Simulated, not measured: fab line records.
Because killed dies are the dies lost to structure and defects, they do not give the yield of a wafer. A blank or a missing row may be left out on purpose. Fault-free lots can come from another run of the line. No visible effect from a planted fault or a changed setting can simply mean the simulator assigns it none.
Problem report in the 8D (eight disciplines) form, filled by code | flow n5 finfet | the parts of the form that need people (team, actions taken, sign-off) are left out

## 1. WHAT WENT WRONG
Mean of cf4 flow sccm at N5_BEOL_M4_ETCH_69: 130.2 sccm across 6 wafers in 2 lots; on wafers with no fault it is 100.0 sccm (standard deviation 0.32). Measured from the usual mean, that is +94 standard deviations.
The step: etches SiARC in CF4, target depth 15.6 nm, time 26 s.
First seen on wafer L784.1, day 10 20:30, on rie diel-06. At this step, 24 wafers from 8 lots have a number in the record. By rule, "out" or "out of limits" means more than 4 standard deviations away from the usual mean. All remaining wafers that have a number are taken as sound.

## 2. WHAT IT IS; WHAT IT IS NOT
question                    | is                                | is not
which readings at this step | cf4 flow sccm, throttle valve pct | chamber pressure mTorr, oes product au, rf vpp V
which lots                  | L784, L788                        | L780, L783, L786, L794, L795, L796
which wafers of those lots  | all that have a number            | -
read on which tools         | rie diel-06                       | rie diel-05
when                        | from day 10 20:30                 | up to then (9 sound wafers); but 9 sound wafers of L794, L795, L796 came after

## 3. WHAT RULES OUT EACH SUSPECT
Counting: a tool stays on the suspect list if, at a process step up to the reading, it processed all lots that are out and no sound lot following the first of them.
- rie diel-06 at N5_BEOL_M4_ETCH_77 (etches underlayer in N2/H2, target depth 6.5 nm, time 5.2 s): kept. Every lot that is out went through it, starting with L784 (day 10 20:29), and after that it ran no sound lot; the last sound lot it ran before then is L786 (day 10 16:54).
- rie diel-06 at N5_BEOL_M4_ETCH_69 (etches SiARC in CF4, target depth 15.6 nm, time 26 s): kept. Every lot that is out went through it, starting with L784 (day 10 20:30), and after that it ran no sound lot; the last sound lot it ran before then is L786 (day 10 16:55). Its own cf4 flow sccm, throttle valve pct readings are out on those wafers.
The count leaves rie diel-06 at N5_BEOL_M4_ETCH_69 and rie diel-06 at N5_BEOL_M4_ETCH_77.

## 4. THE CAUSE (what the simulator had put in)
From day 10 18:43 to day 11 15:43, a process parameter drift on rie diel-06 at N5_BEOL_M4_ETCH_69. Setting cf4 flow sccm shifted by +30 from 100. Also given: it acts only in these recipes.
2 suspects survive the count, and this tool is in that group.

## 5. THE CHAIN OF EFFECTS, in route order
Each row: a reading whose mean over the struck wafers that have a number lies more than 3 standard deviations from the usual. Only readings for which the record gives a usual standard deviation are gone through. hours: the time from each lot's start at the first step in this table that gives one to its start at this step, as a median over the lots. sigmas: the change in usual standard deviations.
hours | step               | reading            | usual      | on struck wafers | change | sigmas
0     | N5_BEOL_M4_ETCH_69 | cf4 flow sccm      | 100.0 sccm | 130.2            | +30.2  | +94
0     | N5_BEOL_M4_ETCH_69 | throttle valve pct | 15.49 %    | 16.68            | +1.19  | +5.0
It contains these process steps:
- N5_BEOL_M4_ETCH_69: etches SiARC in CF4, target depth 15.6 nm, time 26 s.
Later measuring or inspecting steps at which every struck wafer that the step has a row for has a number for every such reading, and none has moved that far: N5_BEOL_M4_RC_MEAS_101.

## 6. WHAT WOULD HAVE CAUGHT IT SOONER
In this record no reading fell out of limits until day 10 20:30, 2 hours after the fault had begun at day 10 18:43.
